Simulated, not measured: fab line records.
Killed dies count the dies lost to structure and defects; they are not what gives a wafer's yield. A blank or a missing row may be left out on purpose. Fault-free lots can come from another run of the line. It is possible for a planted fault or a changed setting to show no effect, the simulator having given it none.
fab line records + flow nand_harc
[record]
- lots = 12
- wafers = 36
- last_day = 24
route steps=1159 shown A_CHANNEL_FILL_D1@508 A_STAIRCASE@560 END@1159
lots with no fault: from the same line, run without faults
start_h: hours from the record's opening day to when the first of the lot's shown wafers began + wait_h: hours since the lot's step before + " unchanged from the row above + L1.1+2: a single row standing in for several wafers + - no value present, or no start provided + * or withheld: withheld + < > ~ a bound
route shown NAME@n: names a module that has steps shown in the file, with the first one's number in the route + usual: average and standard deviation across the fault-free wafers + same: alike in all rows + chamber/n: place in a boat + sites: the reading at each site + _std_site: standard deviation of those values + _edge_site: the outer-site mean with the inner-site mean subtracted + radius_mm: for every site, how far away it sits from the centre of the wafer + mask NAME#n: copy n + behind: tool/chamber where the wafer was last shaped + hold: the reason the lot was held/the length of the hold in hours/how it ended + device: names the non-switching transistor (n, p or np) + end of line: tests of these same wafers at the route's end + step lacking rows: just its recipe + killed: at the first sort, the dies lost to defects and structure; wafer yield is something else + map: a wafer's dies, marking killed ones x, the rest . and places with no die _
set.NAME: the run value of the setting; set.NAME@STEP: its run value at that earlier step + model.NAME: the simulator's own value behind a step, which no gauge read
one table for each step of the route and one row for each wafer, over a sample of lots
services: the hour from which a tool's chamber was out of use, counted from the record's first day as start_h (under 0 if before that day), plus the number of hours and why
[[steps]]
[step NHARC_A_CHANNEL_FILL_D1_ETCHBACK_08]
[recipe]
- target_depth_a = 2200
- time_s = 110
- c4f8_flow_sccm = 20
- ar_flow_sccm = withheld
- rf_w = 600
- bias_w = 300
- chemistry = C4F8
[usual]
- oes_product_au = 0.96/0.036
- rf_vpp_V = 441.9/1.9
| lot.wafer | tool        | chamber | start_h | wait_h | oes_product_au | rf_hours_counter_h | rf_vpp_V |
|-----------|-------------|---------|---------|--------|----------------|--------------------|----------|
| L597.4    | rie_diel-12 | 3       | -       | -      | 1.02           | 1                  | 441.4    |
| L597.1    | "           | 0       | "       | "      | 1.00           | 1                  | 443.4    |
| L597.6    | "           | 1       | "       | "      | 0.99           | -                  | 441.5    |
| L598.4    | rie_diel-06 | 3       | -       | -      | 0.94           | 5                  | 443.0    |
| L598.6    | "           | 0       | "       | "      | 0.93           | -                  | 444.0    |
| L598.5    | "           | 1       | "       | "      | 0.93           | -                  | 440.1    |
| L607.4    | rie_diel-12 | 2       | -       | -      | 0.93           | 3                  | 440.3    |
| L607.2    | "           | 0       | "       | "      | 0.92           | 3                  | 442.4    |
| L607.5    | "           | 3       | "       | "      | 0.94           | -                  | 441.1    |
| L608.1    | rie_diel-12 | 1       | -       | -      | 0.98           | 3                  | 440.8    |
| L608.6    | "           | 1       | "       | "      | 0.99           | -                  | 440.5    |
| L608.5    | "           | 2       | "       | "      | 0.99           | -                  | 439.5    |
| L609.1    | rie_diel-12 | 2       | -       | -      | 1.01           | 3                  | 441.6    |
| L609.2    | "           | 1       | "       | "      | 1.01           | 3                  | 440.8    |
| L609.4    | "           | 2       | "       | "      | 1.00           | -                  | 440.3    |
| L612.2    | rie_diel-06 | 3       | -       | -      | 0.92           | 1                  | 445.0    |
| L612.4    | "           | 2       | "       | "      | 0.93           | 1                  | 442.1    |
| L612.5    | "           | 3       | "       | "      | 0.92           | -                  | 444.1    |
| L613.1    | rie_diel-12 | 3       | -       | -      | 0.94           | 4                  | 441.7    |
| L613.6    | "           | 3       | "       | "      | 0.93           | -                  | 442.1    |
| L613.4    | "           | 0       | "       | "      | 0.94           | -                  | 445.2    |
| L615.1    | rie_diel-06 | 2       | -       | -      | 0.93           | 2                  | 442.3    |
| L615.4    | "           | 2       | "       | "      | 0.93           | -                  | 440.3    |
| L615.6    | "           | 3       | "       | "      | 0.92           | -                  | 440.7    |
| L616.2    | rie_diel-12 | 3       | -       | -      | 0.93           | 5                  | 442.9    |
| L616.3    | "           | 0       | "       | "      | 0.92           | 5                  | 443.7    |
| L616.6    | "           | 2       | "       | "      | 0.91           | -                  | 441.8    |
| L617.3    | rie_diel-06 | 1       | -       | -      | 0.99           | 2                  | 440.1    |
| L617.6    | "           | 0       | "       | "      | 1.01           | -                  | 444.1    |
| L617.5    | "           | 1       | "       | "      | 0.99           | -                  | 438.6    |
| L618.2    | rie_diel-12 | 2       | -       | -      | 0.93           | 6                  | 440.8    |
| L618.3    | "           | 1       | "       | "      | 0.93           | 6                  | 441.0    |
| L618.5    | "           | 2       | "       | "      | 0.93           | -                  | 440.9    |
| L619.4    | rie_diel-06 | 0       | -       | -      | 0.93           | 2                  | 443.2    |
| L619.1    | "           | 2       | "       | "      | 0.94           | 2                  | 441.2    |
| L619.2    | "           | 3       | "       | "      | 0.93           | 3                  | 442.9    |
[step NHARC_A_STAIRCASE_ETCH_23]
[recipe]
- target_depth_a = 1000
- time_s = 40.5
- ion_energy_ev = 400
- c4f8_flow_sccm = 20
- o2_flow_sccm = 10
- ar_flow_sccm = withheld
- rf_w = 600
- bias_w = 1000
- chemistry = C4F8/O2
[usual]
- oes_product_au = 0.946/0.016
- rf_vpp_V = 897/6.3
| lot.wafer | tool        | chamber | start_h | wait_h | oes_product_au | rf_hours_counter_h | rf_vpp_V |
|-----------|-------------|---------|---------|--------|----------------|--------------------|----------|
| L597.4    | rie_diel-08 | 3       | -       | -      | 0.942          | 34                 | 899      |
| L597.1    | "           | 0       | "       | "      | 0.929          | 43                 | 901      |
| L597.6    | "           | 3       | "       | "      | 0.933          | -                  | 900      |
| L598.4    | rie_diel-07 | 3       | -       | -      | 0.933          | 4                  | 888      |
| L598.6    | "           | 2       | "       | "      | 0.944          | -                  | 896      |
| L598.5    | "           | 3       | "       | "      | 0.926          | -                  | 888      |
| L607.4    | rie_diel-02 | 0       | -       | -      | 0.949          | 53                 | 905      |
| L607.2    | "           | 1       | "       | "      | 0.967          | 53                 | 900      |
| L607.5    | "           | 1       | "       | "      | 0.962          | -                  | 899      |
| L608.1    | rie_diel-02 | 0       | -       | -      | 0.953          | 54                 | 907      |
| L608.5    | "           | 3       | "       | "      | 0.950          | -                  | 889      |
| L608.6    | "           | 0       | "       | "      | 0.959          | -                  | 904      |
| L609.4    | rie_diel-08 | 1       | -       | -      | 0.949          | 1                  | 899      |
| L609.2    | "           | 2       | "       | "      | 0.950          | 1                  | 889      |
| L609.1    | "           | 3       | "       | "      | 0.962          | 1                  | 900      |
| L613.1    | rie_diel-07 | 3       | -       | -      | 0.933          | 31                 | 888      |
| L613.4    | "           | 2       | "       | "      | 0.935          | 34                 | 896      |
| L613.6    | "           | 0       | "       | "      | 0.922          | -                  | 905      |
| L612.2    | rie_diel-08 | 3       | 328.13  | -      | 1.002          | 8                  | 900      |
| L612.4    | "           | 1       | "       | "      | 0.996          | 8                  | 899      |
| L612.5    | "           | 0       | "       | "      | 0.994          | -                  | 902      |
| L615.4    | rie_diel-08 | 3       | -       | -      | 0.946          | 13                 | 900      |
| L615.1    | "           | 1       | "       | "      | 0.942          | 12                 | 899      |
| L615.6    | "           | 3       | "       | "      | 0.936          | -                  | 899      |
| L616.3    | rie_diel-08 | 1       | -       | -      | 0.953          | 16                 | 898      |
| L616.2    | "           | 0       | "       | "      | 0.967          | 14                 | 900      |
| L616.6    | "           | 1       | "       | "      | 0.957          | -                  | 899      |
| L617.3    | rie_diel-08 | 0       | -       | -      | 0.957          | 17                 | 899      |
| L617.5    | "           | 3       | "       | "      | 0.956          | -                  | 900      |
| L617.6    | "           | 0       | "       | "      | 0.953          | -                  | 900      |
| L618.2    | rie_diel-02 | 1       | -       | -      | 0.948          | 7                  | 900      |
| L618.3    | "           | 2       | "       | "      | 0.936          | 6                  | 898      |
| L618.5    | "           | 1       | "       | "      | 0.932          | -                  | 899      |
| L619.4    | rie_diel-02 | 1       | -       | -      | 0.951          | 10                 | 899      |
| L619.1    | "           | 3       | "       | "      | 0.944          | 8                  | 905      |
| L619.2    | "           | 0       | "       | "      | 0.932          | 9                  | 905      |
[step NHARC_A_STAIRCASE_TRIM_24]
[recipe]
- time_s = 211.2
- o2_flow_sccm = 500
- ar_flow_sccm = 0
- bias_w = 0
- chemistry = O2
[usual]
- bias_w = 0/0
- chamber_pressure_mTorr = 60.01/0.059
- drypump_motor_current_A = 5.7/0.53
- oes_product_au = 1.000/0.0074
- rf_vpp_V = 57.9/1
- showerhead_plenum_p_Torr = 3.57/0.16
- throttle_valve_pct = 17.037/0.0081
| lot.wafer | tool        | chamber | start_h | wait_h | bias_w | chamber_pressure_mTorr | drypump_motor_current_A | oes_product_au | rf_hours_counter_h | rf_vpp_V | showerhead_plenum_p_Torr | throttle_valve_pct |
|-----------|-------------|---------|---------|--------|--------|------------------------|-------------------------|----------------|--------------------|----------|--------------------------|--------------------|
| L597.1    | rie_diel-08 | 1       | 236.43  | -      | 0      | 60.08                  | 6.4                     | 1.010          | 27                 | 58.1     | 3.62                     | 17.044             |
| L597.4    | "           | 2       | "       | "      | 0      | 60.07                  | 6.3                     | 1.013          | 45                 | 57.4     | 3.33                     | 17.057             |
| L597.6    | "           | 0       | "       | "      | 0      | 59.93                  | 6.0                     | 1.007          | -                  | 58.4     | 3.66                     | 17.039             |
| L598.4    | rie_diel-07 | 2       | 251.92  | -      | 0      | 60.11                  | 5.1                     | 1.004          | 5                  | 57.1     | 3.56                     | 17.031             |
| L598.5    | "           | 3       | "       | "      | 0      | 60.13                  | 5.8                     | 0.999          | -                  | 57.1     | 3.33                     | 17.034             |
| L598.6    | "           | 0       | "       | "      | 0      | 60.05                  | 4.8                     | 1.005          | -                  | 57.3     | 3.81                     | 17.021             |
| L607.4    | rie_diel-02 | 1       | 297.41  | -      | -      | -                      | -                       | -              | -                  | -        | -                        | -                  |
| L607.2    | "           | 2       | "       | "      | -      | -                      | -                       | -              | -                  | -        | -                        | -                  |
| L607.5    | "           | 2       | "       | "      | -      | -                      | -                       | -              | -                  | -        | -                        | -                  |
| L608.1    | rie_diel-02 | 2       | 301.18  | -      | -      | -                      | -                       | -              | -                  | -        | -                        | -                  |
| L608.6    | "           | 1       | "       | "      | -      | -                      | -                       | -              | -                  | -        | -                        | -                  |
| L608.5    | "           | 2       | "       | "      | -      | -                      | -                       | -              | -                  | -        | -                        | -                  |
| L609.1    | rie_diel-08 | 0       | 313.17  | -      | -      | -                      | -                       | -              | -                  | -        | -                        | -                  |
| L609.2    | "           | 2       | "       | "      | -      | -                      | -                       | -              | -                  | -        | -                        | -                  |
| L609.4    | "           | 3       | "       | "      | -      | -                      | -                       | -              | -                  | -        | -                        | -                  |
| L613.1    | rie_diel-07 | 2       | 327.82  | -      | 0      | 59.96                  | 5.1                     | 1.004          | 35                 | 57.8     | 3.55                     | 17.047             |
| L613.4    | "           | 0       | "       | "      | 0      | 59.95                  | 4.7                     | 0.994          | 32                 | 58.0     | 3.79                     | 17.044             |
| L613.6    | "           | 1       | "       | "      | 0      | 60.03                  | 4.7                     | 0.992          | -                  | 58.3     | 3.57                     | 17.025             |
| L612.2    | rie_diel-08 | 2       | 328.22  | -      | 0      | 60.02                  | 6.3                     | 1.011          | 9                  | 57.7     | 3.31                     | 17.037             |
| L612.4    | "           | 0       | "       | "      | 0      | 59.99                  | 6.0                     | 0.998          | 7                  | 57.3     | 3.64                     | 17.034             |
| L612.5    | "           | 2       | "       | "      | 0      | 59.91                  | 6.3                     | 1.012          | -                  | 56.5     | 3.31                     | 17.050             |
| L615.4    | rie_diel-08 | 1       | 338.03  | -      | 0      | 60.06                  | 6.5                     | 0.999          | 12                 | 58.0     | 3.61                     | 17.032             |
| L615.1    | "           | 2       | "       | "      | 0      | 60.05                  | 6.3                     | 1.000          | 14                 | 58.1     | 3.31                     | 17.034             |
| L615.6    | "           | 0       | "       | "      | 0      | 59.92                  | 6.0                     | 0.996          | -                  | 58.2     | 3.64                     | 17.044             |
| L616.3    | rie_diel-08 | 1       | 348.18  | -      | 0      | 59.99                  | 6.5                     | 0.996          | 16                 | 59.0     | 3.60                     | 17.041             |
| L616.2    | "           | 2       | "       | "      | 0      | 60.04                  | 6.3                     | 1.000          | 20                 | 57.6     | 3.30                     | 17.036             |
| L616.6    | "           | 3       | "       | "      | 0      | 60.09                  | 6.4                     | 1.000          | -                  | 59.1     | 3.61                     | 17.043             |
| L617.3    | rie_diel-08 | 3       | 356.84  | -      | 0      | 60.03                  | 6.3                     | 1.009          | 20                 | 56.0     | 3.61                     | 17.032             |
| L617.5    | "           | 0       | "       | "      | 0      | 60.04                  | 6.0                     | 1.001          | -                  | 57.8     | 3.64                     | 17.035             |
| L617.6    | "           | 1       | "       | "      | 0      | 59.95                  | 6.5                     | 0.999          | -                  | 59.3     | 3.60                     | 17.045             |
| L618.2    | rie_diel-02 | 0       | 360.43  | -      | 0      | 59.95                  | 5.7                     | 0.989          | 7                  | 56.9     | 3.77                     | 17.038             |
| L618.3    | "           | 1       | "       | "      | 0      | 59.99                  | 5.3                     | 1.001          | 7                  | 58.9     | 3.61                     | 17.047             |
| L618.5    | "           | 0       | "       | "      | 0      | 60.00                  | 5.7                     | 0.986          | -                  | 58.1     | 3.77                     | 17.043             |
| L619.1    | rie_diel-02 | 1       | 367.17  | -      | 0      | 60.02                  | 5.3                     | 0.986          | 10                 | 57.9     | 3.61                     | 17.029             |
| L619.2    | "           | 2       | "       | "      | 0      | 60.09                  | 6.3                     | 0.989          | 9                  | 55.7     | 3.55                     | 17.058             |
| L619.4    | "           | 3       | "       | "      | 0      | 59.94                  | 5.4                     | 1.004          | 8                  | 58.5     | 3.80                     | 17.039             |
[step NHARC_A_STAIRCASE_TRIM_187]
[recipe]
- time_s = 211.2
- o2_flow_sccm = 500
- ar_flow_sccm = 0
- bias_w = 0
- chemistry = O2
[usual]
- chamber_pressure_mTorr = 60.01/0.055
- drypump_motor_current_A = 5.7/0.56
- oes_product_au = 0.999/0.0079
- rf_vpp_V = 57.9/0.89
- showerhead_plenum_p_Torr = 3.58/0.16
- throttle_valve_pct = 17.035/0.0087
[same]
- bias_w = 0
| lot.wafer | tool        | chamber | start_h | wait_h | chamber_pressure_mTorr | drypump_motor_current_A | oes_product_au | rf_hours_counter_h | rf_vpp_V | showerhead_plenum_p_Torr | throttle_valve_pct |
|-----------|-------------|---------|---------|--------|------------------------|-------------------------|----------------|--------------------|----------|--------------------------|--------------------|
| L597.4    | rie_diel-02 | 2       | 238.88  | 0.1    | 60.03                  | 6.3                     | 0.998          | 31                 | 58.4     | 3.57                     | 17.026             |
| L597.1    | "           | 1       | "       | "      | 60.15                  | 5.3                     | 0.996          | 30                 | 58.7     | 3.63                     | 17.037             |
| L597.6    | "           | 2       | "       | "      | 59.96                  | 6.3                     | 1.003          | -                  | 58.5     | 3.57                     | 17.045             |
| L598.5    | rie_diel-02 | 3       | 254.15  | 0.1    | 59.97                  | 5.4                     | 1.006          | -                  | 55.4     | 3.29                     | 17.032             |
| L598.6    | "           | 0       | "       | "      | 59.92                  | 5.7                     | 1.001          | -                  | 58.2     | 3.79                     | 17.049             |
| L598.4    | "           | 1       | "       | "      | 60.07                  | 5.3                     | 0.999          | -                  | 58.4     | 3.63                     | 17.048             |
| L607.2    | rie_diel-08 | 2       | 299.79  | 0.1    | 59.97                  | 6.3                     | 1.012          | 70                 | 57.0     | 3.31                     | 17.041             |
| L607.4    | "           | 0       | "       | "      | 60.05                  | 6.0                     | 0.983          | 66                 | 58.5     | 3.65                     | 17.029             |
| L607.5    | "           | 1       | "       | "      | 60.00                  | 6.5                     | 1.012          | -                  | 57.1     | 3.61                     | 17.028             |
| L608.1    | rie_diel-07 | 0       | 303.23  | 0.1    | 60.10                  | 4.8                     | 1.008          | 22                 | 57.6     | 3.79                     | 17.036             |
| L608.6    | "           | 2       | "       | "      | 60.03                  | 5.1                     | 1.003          | -                  | 57.6     | 3.55                     | 17.049             |
| L608.5    | "           | 3       | "       | "      | 60.06                  | 5.8                     | 1.004          | -                  | 57.5     | 3.32                     | 17.013             |
| L609.4    | rie_diel-02 | 1       | 315.21  | 0.1    | 60.03                  | 5.3                     | 1.000          | 59                 | 56.6     | 3.62                     | 17.033             |
| L609.1    | "           | 2       | "       | "      | 59.96                  | 6.3                     | 0.989          | 47                 | 56.7     | 3.56                     | 17.029             |
| L609.2    | "           | 0       | "       | "      | 60.04                  | 5.7                     | 1.003          | 60                 | 58.6     | 3.77                     | 17.034             |
| L613.1    | rie_diel-07 | 1       | 330.21  | 0.1    | 59.89                  | 4.8                     | 0.990          | 37                 | 56.8     | 3.57                     | 17.039             |
| L613.4    | "           | 3       | "       | "      | 59.95                  | 5.8                     | 0.993          | 33                 | 58.9     | 3.31                     | 17.028             |
| L613.6    | "           | 0       | "       | "      | 60.04                  | 4.8                     | 0.989          | -                  | 58.3     | 3.79                     | 17.014             |
| L612.2    | rie_diel-07 | 2       | 330.57  | 0.1    | 59.98                  | 5.1                     | 1.000          | 36                 | 58.4     | 3.55                     | 17.039             |
| L612.4    | "           | 0       | "       | "      | 60.02                  | 4.8                     | 0.995          | 34                 | 57.7     | 3.79                     | 17.021             |
| L612.5    | "           | 2       | "       | "      | 59.97                  | 5.1                     | 0.999          | -                  | 58.4     | 3.55                     | 17.031             |
| L615.4    | rie_diel-08 | 0       | 341.74  | 0.1    | 60.08                  | 6.0                     | 1.015          | 12                 | 57.7     | 3.64                     | 17.026             |
| L615.1    | "           | 2       | "       | "      | 59.96                  | 6.3                     | 1.003          | 17                 | 57.5     | 3.31                     | 17.036             |
| L615.6    | "           | 0       | "       | "      | 60.04                  | 5.9                     | 1.001          | -                  | 57.8     | 3.64                     | 17.046             |
| L616.2    | rie_diel-02 | 3       | 350.33  | 0.1    | 59.98                  | 5.4                     | 1.003          | 2                  | 57.3     | 3.81                     | 17.023             |
| L616.3    | "           | 2       | "       | "      | 60.04                  | 6.3                     | 0.992          | 3                  | 58.3     | 3.56                     | 17.041             |
| L616.6    | "           | 3       | "       | "      | 59.98                  | 5.4                     | 1.003          | -                  | 57.1     | 3.81                     | 17.036             |
| L617.3    | rie_diel-02 | 0       | 359.12  | 0.1    | 60.04                  | 5.7                     | 0.991          | 6                  | 58.0     | 3.77                     | 17.035             |
| L617.5    | "           | 0       | "       | "      | 60.08                  | 5.7                     | 0.986          | -                  | 56.8     | 3.77                     | 17.027             |
| L617.6    | "           | 1       | "       | "      | 60.07                  | 5.3                     | 0.997          | -                  | 58.3     | 3.61                     | 17.050             |
| L618.2    | rie_diel-02 | 2       | 363.28  | 0.1    | 60.01                  | 6.3                     | 0.996          | 7                  | 57.4     | 3.55                     | 17.041             |
| L618.3    | "           | 0       | "       | "      | 60.05                  | 5.7                     | 0.990          | 7                  | 58.4     | 3.77                     | 17.054             |
| L618.5    | "           | 2       | "       | "      | 60.06                  | 6.3                     | 0.982          | -                  | 57.3     | 3.55                     | 17.052             |
| L619.1    | rie_diel-02 | 2       | 371.00  | 0.1    | 60.09                  | 6.2                     | 0.994          | 11                 | 58.0     | 3.55                     | 17.029             |
| L619.2    | "           | 0       | "       | "      | 60.04                  | 5.7                     | 0.989          | 11                 | 58.9     | 3.76                     | 17.037             |
| L619.4    | "           | 1       | "       | "      | 60.02                  | 5.3                     | 0.997          | 11                 | 57.2     | 3.61                     | 17.024             |
[step NHARC_END_SORT_01]
[recipe]
- temp_c = 25
[usual]
- killed_at_array = 26/9.9
- killed_at_other = 0.8/1
- killed_at_periphery = 2.8/2.2
- killed_dies = 29/9.9
- killed_open = 3.2/1.8
- killed_short = 2.1/1.4
[same]
- gross_dies = 677
| lot.wafer | tool      | chamber | start_h | wait_h | killed_at_array | killed_at_other | killed_at_periphery | killed_dies | killed_open | killed_short |
|-----------|-----------|---------|---------|--------|-----------------|-----------------|---------------------|-------------|-------------|--------------|
| L608.1    | prober-02 | 0       | 504.44  | 2.5    | 676             | 0               | 1                   | 677         | 3           | 1            |
| L608.5    | prober-02 | 0       | 507.66  | 3.7    | 673             | 2               | 2                   | 677         | 0           | 1            |
| L608.6    | prober-02 | 0       | 508.46  | 4.0    | 674             | 0               | 3                   | 677         | 4           | 0            |
| L607.2    | prober-01 | 0       | 505.13  | 2.8    | 675             | 1               | 1                   | 677         | 3           | 2            |
| L607.4    | prober-01 | 0       | 506.73  | 3.4    | 676             | 0               | 1                   | 677         | 2           | 4            |
| L607.5    | prober-01 | 0       | 507.52  | 3.7    | 675             | 0               | 2                   | 677         | 1           | 0            |
| L609.1    | prober-02 | 0       | 517.46  | 2.5    | 670             | 0               | 7                   | 677         | 4           | 2            |
| L609.2    | prober-02 | 0       | 518.25  | 2.8    | 668             | 1               | 8                   | 677         | 8           | 1            |
| L609.4    | prober-02 | 0       | 519.85  | 3.4    | 671             | 1               | 5                   | 677         | 4           | 1            |
// killed by level:class
L608.1 A_STAIRCASE:area_trim=632 A_CHANNEL_HOLE_D1:chamber_film_flake=17 A_SLIT:chamber_film_flake=14 A_SGD_CUT:chamber_film_flake=4 A_STAIRCASE:chamber_film_flake=2 A_CONTACT:chamber_film_flake=2 A_ONON_D1:geometric_particle:short=1 A_BLC:geometric_particle:open=1
L607.2 A_STAIRCASE:area_trim=661 A_CONTACT:chamber_film_flake=7 A_CONTACT:geometric_particle:open=2 A_STAIRCASE:chamber_film_flake=2 P_GATE:geometric_particle:open=1 A_WL_FILL:geometric_particle:short=1 STARTING-WAFER:geometric_particle:short=1 A_CHANNEL_HOLE_D1:chamber_film_flake=1
L607.4 A_STAIRCASE:area_trim=657 A_CONTACT:chamber_film_flake=6 A_STAIRCASE:chamber_film_flake=5 A_CHANNEL_FILL_D1:geometric_particle:open=2 A_CHANNEL_HOLE_D1:chamber_film_flake=2 A_CHANNEL_FILL_D1:geometric_particle:short=1 A_SGD_CUT:geometric_particle:short=1 A_WL_FILL:geometric_particle:short=1
L607.5 A_STAIRCASE:area_trim=657 A_STAIRCASE:chamber_film_flake=7 A_CHANNEL_HOLE_D1:chamber_film_flake=5 A_CONTACT:chamber_film_flake=4 P_M0:geometric_particle:open=1 P_GATE:chamber_film_flake=1 A_SLIT:chamber_film_flake=1 A_BLC:chamber_film_flake=1
L608.5 A_STAIRCASE:area_trim=643 A_CHANNEL_HOLE_D1:chamber_film_flake=12 A_SLIT:chamber_film_flake=6 A_STAIRCASE:chamber_film_flake=3 A_SGD_CUT:chamber_film_flake=3 P_STI:chamber_film_flake=2 A_ZERO_WELL:chamber_film_flake=2 THIN_TSV:chamber_film_flake=2
L608.6 A_STAIRCASE:area_trim=640 A_SLIT:chamber_film_flake=12 A_CHANNEL_HOLE_D1:chamber_film_flake=10 A_STAIRCASE:chamber_film_flake=3 A_SGD_CUT:chamber_film_flake=3 A_CONTACT:chamber_film_flake=2 P_CONTACT:geometric_particle:open=1 A_CHANNEL_HOLE_D1:geometric_particle:open=1
L609.1 A_STAIRCASE:area_trim=645 A_STAIRCASE:chamber_film_flake=6 A_SLIT:chamber_film_flake=5 A_M1:chamber_film_flake=5 A_CHANNEL_HOLE_D1:chamber_film_flake=4 P_CONTACT:geometric_particle:open=3 P_ZERO_WELL:chamber_film_flake=2 A_CONTACT:chamber_film_flake=2
L609.2 A_STAIRCASE:area_trim=642 A_STAIRCASE:chamber_film_flake=10 A_CHANNEL_HOLE_D1:chamber_film_flake=5 A_SLIT:chamber_film_flake=4 P_GATE:geometric_particle:open=2 P_ZERO_WELL:chamber_film_flake=2 P_STI:chamber_film_flake=2 A_M1:chamber_film_flake=2
L609.4 A_STAIRCASE:area_trim=648 A_STAIRCASE:chamber_film_flake=8 A_CHANNEL_HOLE_D1:chamber_film_flake=4 A_SLIT:chamber_film_flake=4 P_STI:chamber_film_flake=3 A_CONTACT:chamber_film_flake=2 P_M1:geometric_particle:open=1 P_M2:geometric_particle:short=1
[[services]]
| tool        | chamber | start_h | hours | kind   |
|-------------|---------|---------|-------|--------|
| rie_diel-12 | -       | 202.40  | 9.0   | pm     |
| rie_diel-06 | 2       | 206.64  | 23.1  | repair |
| rie_diel-02 | 0       | 208.81  | -     | clean  |
| rie_diel-02 | 1       | 208.81  | -     | clean  |
| rie_diel-02 | 2       | 208.81  | -     | clean  |
| rie_diel-02 | 3       | 208.81  | -     | clean  |
| rie_diel-06 | 0       | 223.64  | 2.7   | repair |
| rie_diel-07 | -       | 228.33  | 9.0   | pm     |
| rie_diel-02 | 0       | 233.31  | -     | clean  |
| rie_diel-02 | 1       | 233.31  | -     | clean  |
| rie_diel-02 | 2       | 233.31  | -     | clean  |
| rie_diel-02 | 3       | 233.31  | -     | clean  |
| rie_diel-06 | -       | 241.20  | 9.0   | pm     |
| rie_diel-12 | 3       | 250.63  | 1.8   | repair |
| rie_diel-02 | 2       | 253.28  | 25.0  | repair |
| rie_diel-02 | 0       | 257.81  | -     | clean  |
| rie_diel-02 | 1       | 257.81  | -     | clean  |
| rie_diel-02 | 3       | 257.81  | -     | clean  |
| rie_diel-12 | 1       | 271.24  | 2.0   | repair |
| rie_diel-12 | 3       | 299.50  | 2.8   | repair |
| rie_diel-12 | 1       | 311.33  | 6.4   | repair |
| rie_diel-06 | 0       | 322.14  | 11.1  | repair |
| rie_diel-02 | 3       | 338.36  | 6.1   | repair |
| rie_diel-06 | 2       | 338.58  | 5.9   | repair |
[[key]]
[first_sign]
- step = NHARC_A_STAIRCASE_TRIM_24
- reading = tool_record
- direction = missing
[effect]
- step = NHARC_END_SORT_01
- reading = killed_at_array
- direction = up
- sigmas = 65
- usual = 26
- struck = 673
[more_kills_born_at]
- NHARC_A_STAIRCASE_TRIM_24@rie_diel-02 = 3892
- NHARC_A_STAIRCASE_TRIM_24@rie_diel-08 = 1934
met_at NHARC_A_STAIRCASE_TRIM_24
struck_lots L607,L608,L609
later_rows_left_out L607.2,L607.4,L607.5,L608.1,L608.5,L608.6,L609.1,L609.2,L609.4
tester_left_out L607,L608,L609
not_acting_at NHARC_A_CHANNEL_FILL_D1_ETCHBACK_08,NHARC_A_STAIRCASE_ETCH_23,NHARC_A_STAIRCASE_TRIM_187
onset_between 236.43 297.41
[fault]
- kind = skipped_step_whole
- tool = rie_diel-02,rie_diel-08
- chamber = -
- onset_h = 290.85
- steps = NHARC_A_STAIRCASE_TRIM_24
- scope = struck_lots_only
// tester_left_out: of these lots the tester's yield and bins aren't shown, on N5 and GAA mostly nor the transistor test; their killed dies are dies lost to structure and defects alone, not to doping, threshold or leakage, so they don't give the yield
// later_rows_left_out: the simulator's readings of these wafers behind a module that went badly wrong aren't trusted and aren't shown, but for the sort
